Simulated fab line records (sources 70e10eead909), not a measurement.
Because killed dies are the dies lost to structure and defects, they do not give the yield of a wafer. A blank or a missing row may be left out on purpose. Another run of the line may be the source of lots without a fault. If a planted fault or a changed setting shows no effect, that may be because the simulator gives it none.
A lot that was struck, set against a sound lot :: flow nand_harc :: 28 steps out of a route of 1302
Sound: wafers L613.1, L613.2, L613.6. Wafers L627.3, L627.5, L627.6 were the ones struck. The cause comes at the end.
At each step with rows: each side's tool, then ch and its chambers, then its first start. Under that, the readings that differ: sound wafers :: struck wafers :: difference of the means :: sigmas: that difference in standard deviations of wafers without a fault.
alike: readings whose means differ by less than 2 such deviations, and words and numbers that are the same on both sides. not compared: withheld readings, readings that some wafer has no value for, bounds like >300 that may hide the same value, and numbers for which the record gives no deviation and whose values overlap.
A row with sigmas, a row that says differs or no value, or rows on one side alone: a step with any of these is where the two part. Non-overlapping numbers with no deviation appear without sigmas and do not part them. A reading that every wafer of one side lacks parts them only if that side has two wafers or more.

NHARC_A_CONTACT_ETCH_139: etches the open film in C4F8/O2/Ar, time 195 s, target depth 840 nm.
  sound on har_cap_etch-01 ch 0,1, day 24 05:32; struck on har_cap_etch-02 ch 0,1, day 30 20:55
  not compared: rf_hours_counter_h
NHARC_A_CONTACT_ETCH_92: etches the open film in CH3F/O2, target depth 40 nm, time 85.7 s.
  sound on rie_diel-02 ch 1,2,3, day 24 06:06; struck on rie_diel-02 ch 0,1,2, day 30 21:22
  alike: drypump_motor_current_A, oes_product_au, rf_fwd_power_W, rf_vpp_V, showerhead_plenum_p_Torr, throttle_valve_pct
  not compared: rf_hours_counter_h
then, 1 step without rows for these wafers: NHARC_A_CONTACT_ETCH_98 (etches the open film in C4F6/O2, target depth 20 nm, time 10 s).
NHARC_A_CONTACT_CD_MEAS_15:
  sound on cd_sem-01, day 24 06:19; struck on cd_sem-02, day 30 21:33
  alike: cd_nm
then, 3 steps without rows for these wafers: NHARC_A_CONTACT_STRIP_107 (strips in N2/H2); NHARC_A_CONTACT_STRIP_108 (strips in CF4/CHF3); NHARC_A_CONTACT_STRIP_109 (strips in O2/COS).
NHARC_A_CONTACT_ETCH_110: etches the open film in CF4/O2, target depth 60 nm, overetch 6 nm, time 33 s.
  sound on rie_diel-13 ch 0,2, day 24 06:37; struck on rie_diel-07 ch 0,2,3, day 30 21:51
  alike: drypump_motor_current_A, oes_product_au, rf_fwd_power_W, rf_vpp_V, showerhead_plenum_p_Torr, throttle_valve_pct
  not compared: rf_hours_counter_h
NHARC_A_CONTACT_STRIP_26: strips in O2.
  sound on rie_diel-13 ch 0,1,2; struck on rie_diel-07 ch 2,3
  alike: drypump_motor_current_A, oes_product_au, rf_vpp_V, showerhead_plenum_p_Torr, throttle_valve_pct
  not compared: rf_hours_counter_h
then, 1 step without rows for these wafers: NHARC_A_CONTACT_STRIP_27 (strips in post etch residue remover, time 600 s).
NHARC_A_CONTACT_ALD_18: deposits TiN, target thk 3 nm, pulse time 1 s, ald cycles 150.
  sound on ald_metal-02 ch 1,2, day 24 07:15; struck on ald_metal-01 ch 0,2,3, day 30 22:32
  alike: heater_power_w, precursor_pulse_height_rel
then, 1 step without rows for these wafers: NHARC_A_CONTACT_CVD_19 (deposits W, target thk 300 nm, time 802 s).
NHARC_A_CONTACT_CMP_20: polishes, t overpolish 30 s, target thk 300 nm.
  sound on cmp-04 ch 1,2, day 24 08:20; struck on cmp-03 ch 1,2, day 30 23:35
reading: overpolish_run_s (s)
sound: 29.997 30.010 29.998
struck: 0.037 0.045 0.037
difference: -29.962
sigmas: -99 or more

reading: time_to_endpoint_s (s)
sound: 61 66 61
struck: 118 118 117
difference: +55
sigmas: +18
  alike: motor_current_A
then, 1 step without rows for these wafers: NHARC_A_CONTACT_SRD_22.
NHARC_A_CONTACT_INSPECT_23:
  sound on defect_inspect-02, day 24 08:44; struck on defect_inspect-01, day 31 00:08
reading: raw_defect_count
sound: 424 504 671
struck: 2636 2365 2662
difference: +2021
sigmas: +17
  not compared: hold
then, 9 steps without rows for these wafers: NHARC_A_BLC_HMDS_01 (time 30 s); NHARC_A_BLC_COAT_02 (time 75 s); NHARC_A_BLC_COAT_03 (time 65 s); NHARC_A_BLC_COAT_04 (resist thk 90 nm); NHARC_A_BLC_SOFTBAKE_05 (time 55 s); NHARC_A_BLC_EBR_06; NHARC_A_BLC_EXPOSE_07 (exposes mask A BLC, target cd 100 nm); NHARC_A_BLC_PEB_08 (peb time 65 s); NHARC_A_BLC_DEVELOP_09 (develop time 35 s).
NHARC_A_BLC_CD_MEAS_10: target cd 100 nm.
  sound on cd_sem-01 ch 0, day 24 09:15; struck on cd_sem-02 ch 0, day 31 03:53
  alike: cd_nm
NHARC_A_BLC_OVL_MEAS_11:
  sound on overlay-02, day 24 09:20; struck on overlay-02, day 31 03:58
  alike: overlay_x_nm, overlay_y_nm
NHARC_A_BLC_INSPECT_12:
  sound on defect_inspect-02, day 24 09:22; struck on defect_inspect-02, day 31 04:10
reading: raw_defect_count
sound: 90 110 106
struck: 6312 5182 5966
difference: +5718
sigmas: +99 or more
  not compared: hold
then, 1 step without rows for these wafers: NHARC_END_SORT_01.

== WHERE THEY PART ==
First at NHARC_A_CONTACT_CMP_20; last, within this record, at NHARC_A_BLC_INSPECT_12.

WHY: the cause the simulator had injected
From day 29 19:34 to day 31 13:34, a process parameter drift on cmp-03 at NHARC_A_CONTACT_CMP_20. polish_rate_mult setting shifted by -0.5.
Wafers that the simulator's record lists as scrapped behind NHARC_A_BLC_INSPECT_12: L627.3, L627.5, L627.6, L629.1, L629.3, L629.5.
